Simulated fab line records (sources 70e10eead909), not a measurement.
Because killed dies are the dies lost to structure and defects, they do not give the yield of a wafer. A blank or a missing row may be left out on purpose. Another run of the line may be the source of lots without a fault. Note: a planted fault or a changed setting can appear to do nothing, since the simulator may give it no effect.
A lot that was struck, set against a sound lot    flow nand harc    21 out of 1302 route steps
Sound: these wafers, L613.1, L613.4, L613.5. Wafers L624.4, L624.5, L624.6 were the ones struck. At the end, the cause is stated.
For every step that has rows: the tool of each side, followed by ch and its chambers, followed by its first start. Under that, the readings that differ: sound wafers    struck wafers    difference of the means    sigmas: that difference in standard deviations of wafers without a fault.
alike: same words and numbers on both sides, and readings whose means sit less than 2 such deviations apart. not compared: any withheld reading, any reading some wafer has no value for, any bound like >300 that may hide the same value, and any number with overlapping values for which the record gives no deviation.
The two part at a step that has a row with sigmas, a row that says differs or no value, or rows on one side only. Non-overlapping numbers with no deviation appear without sigmas and do not part them. Lack of a reading on every wafer of one side parts them only where that side has two or more wafers.

NHARC_A_CHANNEL_HOLE_D1_CD_MEAS_18:
  sound on cd sem-01 at day 13 06:20; struck on cd sem-01 at day 17 17:18
  alike: cd nm
NHARC_A_CHANNEL_HOLE_D1_ETCH_19: etches the open film in C4F8/O2/Ar, time 34.5 s.
  sound on har etch-01 ch 0,1, day 13 08:40; struck on har etch-02 ch 0,1, day 17 17:44
  alike: drypump motor current A, he backside leak sccm, showerhead plenum p Torr, temp c, throttle valve pct
  not compared: rf hours counter h
then, 2 steps without rows for these wafers: NHARC_A_CHANNEL_HOLE_D1_ETCH_20 (etches the open film in C4F8/O2/Ar, time 361.9 s, target depth 1600 nm); NHARC_A_CHANNEL_HOLE_D1_ETCH_21 (etches the open film in C4F8/O2/Ar, time 514.3 s, target depth 1600 nm).
NHARC_A_CHANNEL_HOLE_D1_ETCH_22: etches the open film in C4F8/O2/Ar, time 666.7 s, target depth 1600 nm.
  sound on har etch-01 ch 0,1, day 13 09:37; struck on har etch-02 ch 0,1, day 17 18:46
  alike: drypump motor current A, he backside leak sccm, showerhead plenum p Torr, temp c, throttle valve pct
  not compared: rf hours counter h
then, 1 step without rows for these wafers: NHARC_A_CHANNEL_HOLE_D1_ETCH_23 (etches the open film in C4F8/O2/Ar, time 819 s, target depth 1600 nm).
NHARC_A_CHANNEL_HOLE_D1_ETCH_24: etches the open film in C4F8/O2/Ar, time 906.2 s, target depth 1500 nm.
  sound on har etch-01 ch 0,1, day 13 10:54; struck on har etch-02 ch 0,1, day 17 20:05
  alike: drypump motor current A, he backside leak sccm, showerhead plenum p Torr, temp c, throttle valve pct
  not compared: rf hours counter h
then, 1 step without rows for these wafers: NHARC_A_CHANNEL_HOLE_D1_ETCH_25 (etches the open film in C4F8/O2/Ar, time 1040.2 s, target depth 1500 nm).
NHARC_A_CHANNEL_HOLE_D1_ETCH_26: etches the open film in C4F8/O2/Ar, time 224.1 s, target depth 300 nm.
  sound on har etch-01 ch 0,1, day 13 12:28; struck on har etch-02 ch 0,1, day 17 21:32
  alike: drypump motor current A, he backside leak sccm, showerhead plenum p Torr, temp c, throttle valve pct
  not compared: rf hours counter h
then, 3 steps without rows for these wafers: NHARC_A_CHANNEL_HOLE_D1_ETCH_33 (etches the open film in C4F8/O2/Ar, time 90 s, target depth 400 nm); NHARC_A_CHANNEL_HOLE_D1_STRIP_41 (strips in N2/H2); NHARC_A_CHANNEL_HOLE_D1_STRIP_42 (strips in CF4/CHF3).
NHARC_A_CHANNEL_HOLE_D1_STRIP_43: strips in O2/COS.
  sound on rie diel-12 ch 1,2,3, day 13 13:19; struck on rie diel-10 ch 1,2, day 17 22:22
NHARC_A_CHANNEL_HOLE_D1_ETCH_44: etches the open film in CF4/O2, target depth 140 nm, overetch 14 nm, time 77 s.
  sound on rie diel-12 ch 1,2, day 13 13:23; struck on rie diel-10 ch 0,2,3, day 17 22:26
  alike: drypump motor current A, oes product au, rf vpp V, showerhead plenum p Torr, throttle valve pct
  not compared: rf hours counter h
then, 3 steps without rows for these wafers: NHARC_A_CHANNEL_HOLE_D1_STRIP_27 (strips in O2); NHARC_A_CHANNEL_HOLE_D1_PRECLEAN_28 (cleans in SC1); NHARC_A_CHANNEL_HOLE_D1_SRD_29.
NHARC_A_CHANNEL_HOLE_D1_CD_MEAS_30:
  sound on cd sem-03 at day 13 14:37; struck on cd sem-01 at day 17 23:13
  alike: cd nm
then, 1 step without rows for these wafers: NHARC_A_CHANNEL_HOLE_D1_XSEM_31.
NHARC_A_CHANNEL_HOLE_D1_INSPECT_40:
  sound on defect inspect-01 at day 13 14:49; struck on defect inspect-01 at day 17 23:25
  alike: raw defect count
-- break in the record here, with 16 days between the starts of the struck wafers on either side (left off in module A_CHANNEL_HOLE_D1, picked up again in module END, where the first step shown is number 1302 on the route) --
NHARC_END_SORT_01:
  sound on prober-02 ch 0, day 28 19:52; struck on prober-02 ch 0, day 33 14:31
reading          sound     struck                                                                difference                    sigmas
hold             - - -     await dispo/6.4h/scrap await dispo/6.4h/scrap await dispo/6.4h/scrap  no value on the sound wafers  
killed at array  51 42 40  673 672 674                                                           +629                          +39
killed dies      57 46 45  677 677 677                                                           +628                          +39
  alike: killed at other, killed at periphery, killed open, killed short

## WHERE THEY PART
Only at NHARC_END_SORT_01, as far as this record shows.

WHY: what had been put in by the simulator
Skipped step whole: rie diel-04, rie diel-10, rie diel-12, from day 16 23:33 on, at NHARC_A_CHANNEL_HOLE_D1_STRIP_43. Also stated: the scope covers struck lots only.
